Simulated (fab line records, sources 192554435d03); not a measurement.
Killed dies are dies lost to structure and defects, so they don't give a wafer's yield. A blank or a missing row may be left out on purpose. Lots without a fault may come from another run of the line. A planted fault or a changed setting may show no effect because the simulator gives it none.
fab line records | flow n5_finfet
record lots=24 wafers=72 last_day=17
route steps=1938 shown GATE_CUT@496 MOL_CONTACT_COAG@528
lots that met no fault: from a run of the same line without faults
start_h: hours from the record's first day to the start of the lot's first wafer shown | wait_h: hours since the lot's step before | " the same as in the row above | L1.1+2: a row that stands for several wafers | - no value, or no start given | * or withheld: withheld | < > ~ a bound
route shown NAME@n: a module of which the file shows steps, and the number in the route of the first | usual: mean/standard deviation of fault-free wafers | same: alike in all rows | chamber/n: place in a boat | sites: the reading at each site | _std_site: their standard deviation | _edge_site: outer sites' mean less inner sites' | radius_mm: how far each site lies from the wafer's centre | mask NAME#n: copy n | behind: the tool/chamber that last shaped the wafer | hold: why the lot was held/for how many hours/how that ended | device: the transistor (n, p or np) that didn't switch | end of line: the same wafers' tests at the end of the route | a step without rows: its recipe alone | killed: dies lost to structure and defects at the first sort, not the wafer's yield | map: a wafer's dies, x killed, . not, _ none there
set.NAME: the setting as run; set.NAME@STEP: as run at that earlier step | model.NAME: the simulator's own value behind a step, which no gauge read
steps of the route over a sample of lots; a table a step, a row a wafer
services: from which hour (start_h, from the record's first day; less than 0 if before it) a tool's chamber was out of use, for how many hours, and why
## steps
# step N5_GATE_CUT_HM_OPEN_40
# recipe chemistry=C4F6/O2 target=SiO2 mask_material=SiARC target_depth_a=1390 time_s=85.1 ion_energy_ev=250 pressure_mtorr=30 source_w=345 bias_w=185 Ar_flow_sccm=300 C4F6_flow_sccm=10 O2_flow_sccm=10 ends=cleared
# usual C4F6_flow_sccm=10.003/0.03 drypump_motor_current_A=5.8/0.52 etch_rf_on_time_s=93.0/2.1 oes_ar_750_au=0.80/0.065 oes_product_au=0.72/0.059 rf_vpp_V=669/15 showerhead_plenum_p_Torr=2.84/0.054 throttle_valve_pct=20.81/0.22
# columns lot.wafer tool chamber start_h wait_h C4F6_flow_sccm drypump_motor_current_A etch_rf_on_time_s oes_ar_750_au oes_product_au rf_hours_counter_h rf_vpp_V showerhead_plenum_p_Torr throttle_valve_pct
L074.2 rie_diel-05 0 87.38 0.0 10.025 5.9 92.0 0.73 0.66 194 682 2.82 20.89
L074.3 " 3 " " 10.039 6.4 90.7 0.85 0.77 62 668 2.80 21.20
L074.4 " 2 " " 10.008 5.9 94.7 0.86 0.77 67 646 2.87 20.58
L075.1 rie_diel-03 2 90.61 0.0 10.033 5.7 92.3 0.72 0.66 203 661 2.93 20.89
L075.5 " 3 " " 9.964 6.6 90.7 0.85 0.77 - 657 2.86 20.52
L075.6 " 0 " " 10.047 5.3 92.2 0.89 0.80 - 685 2.79 20.85
L076.3 rie_diel-03 0 94.18 0.0 10.003 5.3 93.5 0.88 0.79 50 686 2.78 20.84
L076.4 " 2 " " 10.067 5.7 93.5 0.73 0.65 203 661 2.93 20.90
L076.6 " 3 " " 9.982 6.7 90.6 0.85 0.77 - 659 2.86 20.52
L077.3 rie_diel-02 2 103.04 0.0 9.969 6.4 94.9 0.73 0.66 141 667 2.85 21.04
L077.4 " 1 " " 10.012 5.7 91.7 0.84 0.75 69 669 2.77 20.79
L077.6 " 0 " " 9.986 5.4 88.0 0.94 0.86 - 690 2.81 20.47
L078.1 rie_diel-03 2 110.19 0.0 10.031 5.7 91.8 0.72 0.65 209 661 2.93 20.91
L078.5 " 0 " " 10.022 5.3 94.1 0.88 0.78 - 686 2.78 20.85
L078.6 " 3 " " 10.028 6.7 92.2 0.84 0.76 - 657 2.85 20.53
L079.2 rie_diel-05 1 118.20 0.0 9.993 5.7 94.0 0.77 0.69 140 651 2.93 20.63
L079.4 " 0 " " 9.989 5.8 95.1 0.73 0.65 204 682 2.82 20.90
L079.6 " 1 " " 9.987 5.7 93.7 0.76 0.68 - 650 2.93 20.61
L080.4 rie_diel-03 3 126.57 0.0 10.070 6.6 92.8 0.83 0.76 - 656 2.85 20.55
L080.5 " 2 " " 9.994 5.8 93.2 0.71 0.64 - 660 2.92 20.91
L080.6 " 0 " " 9.973 5.3 92.4 0.88 0.78 - 685 2.78 20.86
L081.1 rie_diel-05 1 127.20 0.0 10.007 5.6 93.7 0.76 0.68 142 651 2.93 20.61
L081.2 " 3 " " 10.006 6.4 91.1 0.83 0.76 73 669 2.80 21.24
L081.5 " 3 " " 10.073 6.4 93.1 0.83 0.75 - 668 2.80 21.24
L082.1 rie_diel-02 1 137.90 0.0 10.006 5.7 95.0 0.83 0.75 79 668 2.77 20.82
L082.3 " 3 " " 10.010 5.4 91.5 0.73 0.69 149 688 2.81 20.91
L082.5 " 2 " " 9.957 6.5 94.5 0.72 0.66 - 668 2.84 21.06
L083.1 rie_diel-05 0 138.76 0.0 10.008 5.8 97.4 0.72 0.64 211 681 2.82 20.91
L083.3 " 1 " " 10.005 5.7 93.8 0.75 0.68 147 651 2.93 20.63
L083.5 " 0 " " 10.004 5.8 97.3 0.72 0.64 - 682 2.82 20.92
L084.3 rie_diel-05 0 145.85 0.0 10.009 5.9 93.4 0.72 0.65 215 681 2.81 20.94
L084.4 " 2 " " 9.987 5.8 96.0 0.84 0.76 - 646 2.87 20.62
L084.5 " 0 " " 10.017 5.8 96.3 0.72 0.64 - 681 2.81 20.91
L085.1 rie_diel-03 3 151.31 0.0 10.035 6.6 89.7 0.83 0.75 79 658 2.85 20.55
L085.4 " 1 " " 10.013 4.8 92.6 0.93 0.85 8 686 2.91 20.70
L085.5 " 2 " " 10.008 5.7 91.3 0.71 0.64 - 661 2.92 20.93
L086.2 rie_diel-05 1 155.76 0.0 10.018 5.7 91.7 0.75 0.68 153 650 2.93 20.66
L086.5 " 0 " " 9.985 5.8 97.4 0.72 0.64 - 681 2.81 20.93
L086.6 " 3 " " 9.984 6.4 92.0 0.83 0.75 - 667 2.80 21.23
L087.1 rie_diel-02 1 162.44 0.0 9.946 5.7 93.5 0.82 0.73 86 667 2.77 20.83
L087.4 " 0 " " 9.994 5.4 92.7 0.90 0.81 42 690 2.80 20.49
L087.5 " 1 " " 9.980 5.7 96.0 0.82 0.73 - 670 2.77 20.82
L088.2 rie_diel-03 3 167.24 0.0 10.019 6.7 91.2 0.82 0.75 84 657 2.85 20.56
L088.4 " 0 " " 10.045 5.3 90.7 0.85 0.76 74 687 2.77 20.88
L088.6 " 0 " " 10.063 5.3 94.3 0.85 0.76 - 686 2.77 20.87
L089.2 rie_diel-02 1 172.72 0.0 9.974 5.7 93.9 0.82 0.74 89 667 2.77 20.85
L089.4 " 3 " " 10.032 5.4 92.2 0.72 0.69 160 687 2.80 20.91
L089.6 " 3 " " 9.968 5.4 94.5 0.72 0.68 - 688 2.80 20.91
L090.3 rie_diel-05 1 178.65 0.0 9.954 5.7 89.4 0.75 0.68 159 649 2.93 20.65
L090.5 " 0 " " 10.030 5.8 94.9 0.72 0.65 - 680 2.81 20.95
L090.6 " 3 " " 9.983 6.4 92.6 0.82 0.75 - 667 2.79 21.25
L091.1 rie_diel-03 1 184.79 0.0 10.021 4.8 91.6 0.90 0.83 18 686 2.90 20.71
L091.2 " 2 " " 9.995 5.7 93.7 0.70 0.63 233 660 2.92 20.93
L091.6 " 0 " " 10.000 5.3 94.6 0.84 0.76 - 685 2.77 20.89
L092.3 rie_diel-03 0 191.13 0.0 9.969 5.3 91.3 0.84 0.75 82 684 2.77 20.90
L092.4 " 1 " " 10.015 4.8 90.0 0.89 0.82 - 684 2.90 20.72
L092.5 " 3 " " 10.045 6.7 90.9 0.82 0.74 - 657 2.84 20.57
L093.2 rie_diel-03 0 196.85 0.0 9.987 5.3 92.2 0.84 0.75 85 685 2.77 20.89
L093.4 " 1 " " 10.026 4.8 93.1 0.89 0.81 - 683 2.90 20.73
L093.5 " 0 " " 9.973 5.3 94.5 0.84 0.75 - 684 2.77 20.90
L094.1 rie_diel-05 3 202.39 0.0 10.008 6.4 91.0 0.81 0.73 91 666 2.79 21.27
L094.2 " 2 " " 10.026 5.9 92.1 0.82 0.73 106 646 2.86 20.64
L094.4 " 0 " " 10.003 5.8 94.0 0.72 0.64 228 681 2.81 20.93
L095.1 rie_diel-05 2 208.57 0.0 9.998 5.8 92.6 0.82 0.73 108 644 2.86 20.66
L095.4 " 0 " " 9.952 5.8 98.1 0.71 0.64 230 681 2.81 20.94
L095.5 " 3 " " 9.975 6.4 94.1 0.80 0.73 - 669 2.79 21.26
L096.1 rie_diel-05 0 216.22 0.0 10.037 5.8 97.0 0.70 0.63 232 680 2.81 20.94
L096.2 " 1 " " 10.022 5.7 93.3 0.73 0.66 172 649 2.92 20.67
L096.3 " 2 " " 10.015 5.9 93.5 0.82 0.73 110 645 2.86 20.66
L097.1 rie_diel-03 3 223.76 0.0 9.974 6.7 92.2 0.81 0.73 102 657 2.84 20.57
L097.2 " 2 " " 9.986 5.7 95.8 0.70 0.62 238 660 2.91 20.93
L097.6 " 1 " " 10.041 4.8 93.8 0.88 0.80 - 685 2.90 20.72
# step N5_GATE_CUT_ETCH_19
# recipe chemistry=CH3F/O2 target=SiNx mask_material=SiO2 target_depth_a=537 time_s=76.7 pressure_mtorr=30 source_w=395 bias_w=73 Ar_flow_sccm=150 CH3F_flow_sccm=30 O2_flow_sccm=20 ion_energy_ev=120 ends=cleared
# usual drypump_motor_current_A=5.8/0.52 etch_rf_on_time_s=76.3/1.1 oes_ar_750_au=0.80/0.065 oes_product_au=0.68/0.056 rf_vpp_V=299/6.6 showerhead_plenum_p_Torr=2.00/0.04 throttle_valve_pct=16.23/0.2
# columns lot.wafer tool chamber start_h wait_h drypump_motor_current_A etch_rf_on_time_s oes_ar_750_au oes_product_au rf_hours_counter_h rf_vpp_V showerhead_plenum_p_Torr throttle_valve_pct
L074.2 rie_diel-05 0 87.50 0.0 5.8 77.6 0.73 0.63 194 304 1.98 16.34
L074.3 " 3 " " 6.4 75.8 0.85 0.72 62 298 1.96 16.50
L074.4 " 2 " " 5.9 75.6 0.86 0.73 67 287 2.02 16.03
L075.1 rie_diel-03 2 90.73 0.0 5.8 76.6 0.72 0.61 203 297 2.07 16.38
L075.5 " 3 " " 6.6 75.1 0.85 0.73 - 296 2.01 15.98
L075.6 " 0 " " 5.3 76.5 0.88 0.74 - 307 1.96 16.20
L076.3 rie_diel-03 0 94.30 0.0 5.3 76.5 0.88 0.75 50 307 1.96 16.20
L076.4 " 2 " " 5.7 77.0 0.72 0.61 203 296 2.06 16.40
L076.6 " 3 " " 6.7 75.6 0.85 0.72 - 295 2.01 15.97
L077.3 rie_diel-02 2 103.16 0.0 6.4 78.2 0.73 0.62 141 298 2.00 16.48
L077.4 " 1 " " 5.7 76.4 0.85 0.71 69 299 1.95 16.19
L077.6 " 0 " " 5.4 74.3 0.93 0.80 - 308 1.97 15.83
L078.1 rie_diel-03 2 110.32 0.0 5.7 77.3 0.72 0.61 209 295 2.06 16.38
L078.5 " 0 " " 5.3 76.8 0.88 0.74 - 310 1.95 16.22
L078.6 " 3 " " 6.7 76.3 0.84 0.71 - 294 2.01 15.99
L079.2 rie_diel-05 1 118.32 0.0 5.7 76.6 0.75 0.65 140 290 2.07 16.09
L079.4 " 0 " " 5.8 77.6 0.73 0.62 204 305 1.98 16.38
L079.6 " 1 " " 5.6 76.4 0.77 0.65 - 291 2.07 16.10
L080.4 rie_diel-03 3 126.70 0.0 6.7 75.8 0.83 0.71 - 296 2.01 16.01
L080.5 " 2 " " 5.8 77.8 0.71 0.61 - 295 2.06 16.42
L080.6 " 0 " " 5.3 76.3 0.86 0.73 - 306 1.95 16.24
L081.1 rie_diel-05 1 127.32 0.0 5.7 77.5 0.76 0.64 142 291 2.07 16.09
L081.2 " 3 " " 6.4 75.6 0.83 0.72 73 297 1.96 16.51
L081.5 " 3 " " 6.4 75.3 0.83 0.71 - 298 1.96 16.52
L082.1 rie_diel-02 1 138.02 0.0 5.7 76.2 0.83 0.70 79 299 1.94 16.19
L082.3 " 3 " " 5.4 76.8 0.73 0.64 149 307 1.98 16.42
L082.5 " 2 " " 6.5 78.5 0.72 0.62 - 300 2.00 16.49
L083.1 rie_diel-05 0 138.88 0.0 5.8 77.6 0.72 0.62 211 303 1.98 16.36
L083.3 " 1 " " 5.7 76.3 0.76 0.64 147 290 2.06 16.09
L083.5 " 0 " " 5.8 78.0 0.72 0.61 - 305 1.98 16.36
L084.3 rie_diel-05 0 145.97 0.0 5.9 77.8 0.72 0.61 215 304 1.98 16.38
L084.4 " 2 " " 5.8 75.3 0.84 0.72 - 290 2.02 16.09
L084.5 " 0 " " 5.8 78.3 0.71 0.62 - 303 1.98 16.36
L085.1 rie_diel-03 3 151.43 0.0 6.6 74.9 0.83 0.71 79 294 2.01 16.02
L085.4 " 1 " " 4.8 75.2 0.92 0.80 8 305 2.04 16.08
L085.5 " 2 " " 5.7 77.0 0.70 0.61 - 296 2.06 16.44
L086.2 rie_diel-05 1 155.89 0.0 5.7 76.6 0.76 0.64 153 289 2.06 16.11
L086.5 " 0 " " 5.8 78.4 0.71 0.61 - 305 1.98 16.41
L086.6 " 3 " " 6.4 74.7 0.83 0.72 - 299 1.96 16.51
L087.1 rie_diel-02 1 162.56 0.0 5.7 76.1 0.82 0.69 86 299 1.94 16.21
L087.4 " 0 " " 5.4 74.1 0.90 0.78 42 308 1.97 15.88
L087.5 " 1 " " 5.7 76.3 0.82 0.69 - 298 1.94 16.21
L088.2 rie_diel-03 3 167.36 0.0 6.6 75.8 0.81 0.70 84 294 2.00 16.01
L088.4 " 0 " " 5.3 77.2 0.86 0.71 74 308 1.95 16.26
L088.6 " 0 " " 5.3 77.8 0.85 0.71 - 306 1.95 16.24
L089.2 rie_diel-02 1 172.84 0.0 5.7 76.1 0.82 0.70 89 299 1.94 16.22
L089.4 " 3 " " 5.4 76.0 0.71 0.65 160 305 1.97 16.43
L089.6 " 3 " " 5.4 76.2 0.72 0.64 - 305 1.97 16.42
L090.3 rie_diel-05 1 178.77 0.0 5.7 76.5 0.74 0.63 159 290 2.06 16.13
L090.5 " 0 " " 5.8 77.0 0.72 0.61 - 302 1.97 16.42
L090.6 " 3 " " 6.3 75.5 0.81 0.70 - 298 1.96 16.54
L091.1 rie_diel-03 1 184.91 0.0 4.8 75.0 0.89 0.78 18 307 2.04 16.08
L091.2 " 2 " " 5.7 77.9 0.70 0.60 233 296 2.05 16.44
L091.6 " 0 " " 5.3 75.4 0.84 0.72 - 306 1.95 16.27
L092.3 rie_diel-03 0 191.26 0.0 5.3 75.8 0.85 0.72 82 305 1.94 16.26
L092.4 " 1 " " 4.8 75.1 0.89 0.78 - 306 2.04 16.11
L092.5 " 3 " " 6.7 75.2 0.82 0.70 - 295 2.00 16.04
L093.2 rie_diel-03 0 196.97 0.0 5.3 76.1 0.83 0.71 85 306 1.94 16.27
L093.4 " 1 " " 4.8 75.6 0.89 0.76 - 306 2.04 16.10
L093.5 " 0 " " 5.3 76.4 0.84 0.71 - 306 1.94 16.27
L094.1 rie_diel-05 3 202.51 0.0 6.4 75.8 0.81 0.69 92 300 1.95 16.55
L094.2 " 2 " " 5.9 76.1 0.82 0.69 106 288 2.01 16.12
L094.4 " 0 " " 5.8 77.7 0.71 0.61 228 303 1.97 16.41
L095.1 rie_diel-05 2 208.69 0.0 5.8 75.8 0.81 0.69 108 288 2.01 16.14
L095.4 " 0 " " 5.8 77.4 0.71 0.61 230 303 1.97 16.40
L095.5 " 3 " " 6.4 76.1 0.82 0.69 - 298 1.95 16.54
L096.1 rie_diel-05 0 216.34 0.0 5.8 77.4 0.70 0.61 232 303 1.97 16.43
L096.2 " 1 " " 5.6 76.5 0.74 0.62 172 291 2.06 16.15
L096.3 " 2 " " 5.9 75.1 0.81 0.70 111 289 2.01 16.12
L097.1 rie_diel-03 3 223.88 0.0 6.6 75.1 0.80 0.68 102 294 2.00 16.06
L097.2 " 2 " " 5.7 77.8 0.70 0.58 238 296 2.05 16.47
L097.6 " 1 " " 4.8 75.5 0.88 0.75 - 305 2.04 16.13
# step N5_GATE_CUT_CUT_ETCH_55
# recipe chemistry=BCl3 target=HfO2 mask_material=SiO2 target_depth_a=32 ion_energy_ev=30 pressure_mtorr=5 icp_w=450 bias_w=18 bcl3_flow_sccm=80
# usual drypump_motor_current_A=5.7/0.35 oes_product_au=0.86/0.091 throttle_valve_pct=33.4/0.44
# columns lot.wafer tool chamber start_h wait_h drypump_motor_current_A oes_product_au rf_hours_counter_h throttle_valve_pct
L074.2 rie_metal-01 0 87.73 0.0 6.3 0.96 2 33.6
L074.3 " 0 " " 6.2 0.94 - 33.6
L074.4 " 1 " " 5.6 0.56 - 32.9
L075.1 rie_metal-02 1 90.96 0.0 5.6 0.80 34 32.9
L075.5 " 1 " " 5.6 0.81 - 32.9
L075.6 " 0 " " 5.4 0.95 - 33.0
L076.3 rie_metal-01 0 94.67 0.1 6.3 0.95 - 33.6
L076.4 " 0 " " 6.3 0.94 - 33.6
L076.6 " 0 " " 6.3 0.95 - 33.6
L077.3 rie_metal-02 1 103.40 0.0 5.6 0.80 - 32.9
L077.4 " 0 " " 5.4 0.93 - 33.0
L077.6 " 0 " " 5.4 0.93 - 33.0
L078.1 rie_metal-02 0 110.54 0.0 5.4 0.93 3 33.0
L078.5 " 0 " " 5.4 0.94 - 33.0
L078.6 " 1 " " 5.6 0.80 - 32.9
L079.2 rie_metal-01 0 118.55 0.0 6.3 0.92 5 33.6
L079.4 " 1 " " 5.6 0.96 - 34.0
L079.6 " 0 " " 6.2 0.92 - 33.6
L080.4 rie_metal-01 0 126.89 0.0 6.2 0.92 - 33.6
L080.5 " 1 " " 5.6 0.95 - 34.0
L080.6 " 0 " " 6.3 0.91 - 33.6
L081.1 rie_metal-02 0 127.55 0.0 5.4 0.91 5 33.0
L081.2 " 1 " " 5.6 0.80 38 32.9
L081.5 " 0 " " 5.4 0.91 - 33.0
L082.1 rie_metal-02 0 138.25 0.0 5.4 0.90 6 33.0
L082.3 " 0 " " 5.4 0.91 - 33.0
L082.5 " 1 " " 5.6 0.80 - 32.9
L083.1 rie_metal-01 0 139.11 0.0 6.3 0.91 8 33.6
L083.3 " 0 " " 6.3 0.91 - 33.6
L083.5 " 0 " " 6.2 0.92 - 33.6
L084.3 rie_metal-02 0 146.21 0.0 5.4 0.88 - 33.0
L084.4 " 1 " " 5.6 0.79 - 32.9
L084.5 " 1 " " 5.6 0.78 - 32.9
L085.1 rie_metal-02 1 151.66 0.0 5.6 0.78 39 32.9
L085.4 " 0 " " 5.4 0.89 - 33.0
L085.5 " 0 " " 5.4 0.89 - 33.0
L086.2 rie_metal-01 0 156.11 0.0 6.2 0.90 10 33.6
L086.5 " 1 " " 5.5 0.92 - 34.0
L086.6 " 0 " " 6.3 0.90 - 33.6
L087.1 rie_metal-03 0 162.79 0.0 5.2 0.58 134 33.8
L087.4 " 0 " " 5.2 0.58 - 33.8
L087.5 " 1 " " 5.5 0.91 - 33.8
L088.2 rie_metal-01 1 167.59 0.0 5.6 0.91 7 34.0
L088.4 " 0 " " 6.3 0.89 - 33.6
L088.6 " 1 " " 5.6 0.90 - 34.1
L089.2 rie_metal-03 0 173.07 0.0 5.2 0.58 135 33.8
L089.4 " 1 " " 5.5 0.91 - 33.8
L089.6 " 0 " " 5.2 0.58 - 33.8
L090.3 rie_metal-01 1 179.01 0.0 5.5 0.90 - 34.0
L090.5 " 1 " " 5.6 0.89 - 34.1
L090.6 " 0 " " 6.2 0.88 - 33.6
L091.1 rie_metal-02 0 185.26 0.1 5.4 0.87 9 33.0
L091.2 " 0 " " 5.4 0.88 - 33.0
L091.6 " 0 " " 5.4 0.88 - 33.0
L092.3 rie_metal-01 1 191.49 0.0 5.6 0.89 - 34.0
L092.4 " 0 " " 6.2 0.87 - 33.6
L092.5 " 1 " " 5.6 0.90 - 34.0
L093.2 rie_metal-01 0 197.20 0.0 6.2 0.88 14 33.6
L093.4 " 0 " " 6.2 0.88 - 33.6
L093.5 " 1 " " 5.6 0.90 - 34.1
L094.1 rie_metal-02 1 202.74 0.0 5.6 0.78 41 32.9
L094.2 " 0 " " 5.4 0.86 11 33.0
L094.4 " 0 " " 5.4 0.86 - 33.0
L095.1 rie_metal-01 0 208.92 0.0 6.2 0.85 16 33.6
L095.4 " 1 " " 5.6 0.88 - 34.1
L095.5 " 1 " " 5.6 0.87 - 34.1
L096.1 rie_metal-02 1 216.69 0.1 5.6 0.78 43 33.0
L096.2 " 1 " " 5.6 0.77 - 32.9
L096.3 " 1 " " 5.6 0.78 - 33.0
L097.1 rie_metal-03 0 224.10 0.0 5.2 0.93 2 33.3
L097.2 " 1 " " 5.5 0.87 16 33.8
L097.6 " 0 " " 5.2 0.94 - 33.3
# step N5_GATE_CUT_INSPECT_26
# recipe inspect_instrument=darkfield mode=post_cmp
# usual raw_defect_count=43/18
# columns lot.wafer tool chamber start_h wait_h raw_defect_count
L074.2 defect_inspect-01 - 91.76 0.0 47
L074.3 " - " " 34
L074.4 " - " " 60
L075.1 defect_inspect-01 - 93.83 0.0 24
L075.5 " - " " 68
L075.6 " - " " 42
L076.3 defect_inspect-02 - 98.08 0.0 29
L076.4 " - " " 38
L076.6 " - " " 55
L077.3 defect_inspect-02 - 106.45 0.0 21
L077.4 " - " " 18
L077.6 " - " " 23
L078.1 defect_inspect-01 - 113.40 0.0 48
L078.5 " - " " 54
L078.6 " - " " 47
L079.2 defect_inspect-01 - 121.46 0.0 19
L079.4 " - " " 26
L079.6 " - " " 27
L080.4 defect_inspect-01 - 129.78 0.0 54
L080.5 " - " " 70
L080.6 " - " " 75
L081.1 defect_inspect-02 - 130.40 0.0 57
L081.2 " - " " 60
L081.5 " - " " 32
L082.1 defect_inspect-01 - 141.09 0.0 29
L082.3 " - " " 29
L082.5 " - " " 23
L083.1 defect_inspect-01 - 142.36 0.0 21
L083.3 " - " " 21
L083.5 " - " " 25
L084.3 defect_inspect-01 - 149.05 0.0 26
L084.4 " - " " 66
L084.5 " - " " 24
L085.1 defect_inspect-01 - 154.51 0.0 16
L085.4 " - " " 26
L085.5 " - " " 24
L086.2 defect_inspect-02 - 159.21 0.0 41
L086.5 " - " " 70
L086.6 " - " " 60
L087.1 defect_inspect-01 - 165.65 0.0 53
L087.4 " - " " 36
L087.5 " - " " 36
L088.2 defect_inspect-02 - 170.44 0.0 65
L088.4 " - " " 83
L088.6 " - " " 62
L089.2 defect_inspect-01 - 175.97 0.0 46
L089.4 " - " " 38
L089.6 " - " " 36
L090.3 defect_inspect-01 - 181.85 0.0 103
L090.5 " - " " 60
L090.6 " - " " 92
L091.1 defect_inspect-01 - 188.27 0.0 61
L091.2 " - " " 37
L091.6 " - " " 41
L092.3 defect_inspect-01 - 194.42 0.0 82
L092.4 " - " " 53
L092.5 " - " " 42
L093.2 defect_inspect-02 - 200.05 0.0 15
L093.4 " - " " 28
L093.5 " - " " 27
L094.1 defect_inspect-02 - 205.60 0.0 71
L094.2 " - " " 26
L094.4 " - " " 45
L095.1 defect_inspect-02 - 211.78 0.0 42
L095.4 " - " " 42
L095.5 " - " " 30
L096.1 defect_inspect-01 - 219.68 0.0 22
L096.2 " - " " 46
L096.3 " - " " 55
L097.1 defect_inspect-02 - 226.95 0.0 36
L097.2 " - " " 40
L097.6 " - " " 45
# step N5_MOL_CONTACT_COAG_INSPECT_10
# recipe mode=adi inspect_instrument=brightfield
# usual raw_defect_count=77/31
# columns lot.wafer tool chamber start_h wait_h raw_defect_count
L074.2 defect_inspect-02 - 92.14 0.0 77
L074.3 " - " " 58
L074.4 " - " " 111
L075.1 defect_inspect-01 - 94.21 0.1 42
L075.5 " - " " 134
L075.6 " - " " 79
L076.3 defect_inspect-02 - 98.47 0.0 78
L076.4 " - " " 73
L076.6 " - " " 77
L077.3 defect_inspect-01 - 106.83 0.0 29
L077.4 " - " " 35
L077.6 " - " " 31
L078.1 defect_inspect-01 - 113.79 0.1 76
L078.5 " - " " 80
L078.6 " - " " 85
L079.2 defect_inspect-02 - 121.97 0.0 46
L079.4 " - " " 59
L079.6 " - " " 50
L080.4 defect_inspect-01 - 130.18 0.0 78
L080.5 " - " " 113
L080.6 " - " " 126
L081.1 defect_inspect-02 - 130.79 0.1 96
L081.2 " - " " 118
L081.5 " - " " 69
L082.1 defect_inspect-01 - 141.48 0.1 61
L082.3 " - " " 48
L082.5 " - " " 48
L083.1 defect_inspect-01 - 142.75 0.1 40
L083.3 " - " " 56
L083.5 " - " " 44
L084.3 defect_inspect-01 - 149.70 0.2 54
L084.4 " - " " 109
L084.5 " - " " 40
L085.1 defect_inspect-01 - 155.02 0.1 43
L085.4 " - " " 52
L085.5 " - " " 47
L086.2 defect_inspect-02 - 159.61 0.0 91
L086.5 " - " " 118
L086.6 " - " " 88
L087.1 defect_inspect-02 - 166.17 0.1 97
L087.4 " - " " 70
L087.5 " - " " 65
L088.2 defect_inspect-01 - 170.82 0.0 116
L088.4 " - " " 145
L088.6 " - " " 95
L089.2 defect_inspect-02 - 176.35 0.0 93
L089.4 " - " " 80
L089.6 " - " " 75
L090.3 defect_inspect-02 - 182.36 0.0 177
L090.5 " - " " 100
L090.6 " - " " 144
L091.1 defect_inspect-02 - 188.66 0.1 107
L091.2 " - " " 81
L091.6 " - " " 92
L092.3 defect_inspect-02 - 194.94 0.0 135
L092.4 " - " " 97
L092.5 " - " " 82
L093.2 defect_inspect-02 - 200.47 0.0 37
L093.4 " - " " 52
L093.5 " - " " 44
L094.1 defect_inspect-02 - 205.99 0.1 130
L094.2 " - " " 36
L094.4 " - " " 85
L095.1 defect_inspect-02 - 212.16 0.1 59
L095.4 " - " " 68
L095.5 " - " " 40
L096.1 defect_inspect-02 - 220.20 0.1 53
L096.2 " - " " 81
L096.3 " - " " 94
L097.1 defect_inspect-01 - 227.47 0.1 60
L097.2 " - " " 76
L097.6 " - " " 68
# step N5_MOL_CONTACT_COAG_PRE_CLEAN_142
# recipe gas=H2/He time_s=60 temp_c=300
# usual heater_power_w=456/26 susceptor_temp_C=300.01/0.2
# columns lot.wafer tool chamber start_h wait_h heater_power_w susceptor_temp_C
L074.2 pvd_sputter-01 - 97.01 1.5 451 300.29
L074.3 " - " " 471 300.50
L074.4 " - " " 445 299.79
L075.1 pvd_sputter-02 - 100.19 1.2 444 299.80
L075.5 " - " " 436 300.03
L075.6 " - " " 436 300.36
L076.3 pvd_sputter-03 - 104.20 2.3 488 299.82
L076.4 " - " " 477 299.88
L076.6 " - " " 460 300.07
L077.3 pvd_sputter-01 - 113.35 2.4 480 299.89
L077.4 " - " " 432 300.00
L077.6 " - " " 383 300.20
L078.1 pvd_sputter-02 - 120.21 2.4 448 299.97
L078.5 " - " " 452 300.13
L078.6 " - " " 482 299.85
L079.2 pvd_sputter-03 - 129.19 2.6 490 299.85
L079.4 " - " " 459 300.03
L079.6 " - " " 466 299.96
L081.1 pvd_sputter-01 - 136.03 2.0 436 300.04
L081.2 " - " " 473 299.78
L081.5 " - " " 441 300.05
L080.4 pvd_sputter-01 - 136.19 1.7 447 300.37
L080.5 " - " " 443 300.40
L080.6 " - " " 385 300.30
L082.1 pvd_sputter-01 - 147.16 2.3 385 299.85
L082.3 " - " " 469 300.16
L082.5 " - " " 469 300.01
L083.1 pvd_sputter-01 - 148.04 2.2 464 300.03
L083.3 " - " " 439 299.76
L083.5 " - " " 471 300.06
L084.3 pvd_sputter-03 - 155.13 1.7 464 299.92
L084.4 " - " " 486 299.90
L084.5 " - " " 451 300.22
L085.1 pvd_sputter-02 - 163.59 3.2 442 300.10
L085.4 " - " " 446 300.34
L085.5 " - " " 450 299.97
L086.2 pvd_sputter-03 - 167.71 2.4 485 300.00
L086.5 " - " " 487 300.08
L086.6 " - " " 465 300.03
L087.1 pvd_sputter-02 - 174.38 4.9 448 300.09
L087.4 " - " " 497 299.78
L087.5 " - " " 436 299.71
L088.2 pvd_sputter-03 - 178.53 1.8 483 299.79
L088.4 " - " " 461 299.94
L088.6 " - " " 460 299.93
L089.2 pvd_sputter-02 - 182.57 1.8 431 300.16
L089.4 " - " " 486 299.80
L089.6 " - " " 446 299.69
L090.3 pvd_sputter-02 - 187.10 1.5 442 299.92
L090.5 " - " " 450 300.11
L090.6 " - " " 483 300.20
L091.1 pvd_sputter-02 - 194.46 2.0 441 300.12
L091.2 " - " " 445 299.98
L091.6 " - " " 447 300.07
L092.3 pvd_sputter-03 - 200.08 0.5 494 300.29
L092.4 " - " " 476 300.03
L092.5 " - " " 470 300.19
L093.2 pvd_sputter-01 - 206.96 1.5 386 299.76
L093.4 " - " " 442 299.84
L093.5 " - " " 465 300.33
L094.1 pvd_sputter-03 - 210.34 1.6 477 300.20
L094.2 " - " " 479 299.83
L094.4 " - " " 464 299.58
L095.1 pvd_sputter-02 - 216.54 0.9 442 299.65
L095.4 " - " " 439 299.79
L095.5 " - " " 442 299.85
L096.1 pvd_sputter-03 - 226.69 1.4 478 300.09
L096.2 " - " " 467 300.05
L096.3 " - " " 464 299.80
L097.1 pvd_sputter-02 - 234.80 2.2 464 299.86
L097.2 " - " " 487 300.30
L097.6 " - " " 437 300.07
## services
# columns tool chamber start_h hours kind
pvd_sputter-01 - 69.43 2.3 repair
pvd_sputter-03 - 73.07 4.6 repair
rie_metal-03 - 86.34 0.3 repair
rie_diel-02 - 89.59 0.7 repair
rie_metal-01 1 91.99 - clean
rie_metal-01 1 91.99 14.5 scheduled_down
rie_diel-02 2 95.78 4.7 repair
rie_diel-02 3 97.68 4.5 repair
rie_diel-03 1 109.14 - clean
rie_diel-03 1 109.14 - consumable_replace:focus_ring
rie_diel-03 1 109.14 17.6 scheduled_down
rie_diel-03 1 109.14 17.6 vent_cycle
rie_metal-03 - 114.79 1.0 repair
rie_diel-02 3 119.31 7.9 repair
rie_diel-05 - 122.19 0.2 repair
rie_metal-01 - 128.24 0.1 repair
rie_diel-05 3 129.67 16.7 repair
rie_metal-03 - 138.89 0.6 repair
pvd_sputter-01 - 150.27 1.8 repair
rie_metal-02 - 153.54 15.6 pm
rie_diel-05 - 159.80 1.1 repair
rie_metal-02 1 182.90 7.5 repair
rie_diel-03 2 189.48 14.7 repair
rie_metal-02 0 216.12 14.3 repair
## key
fault none
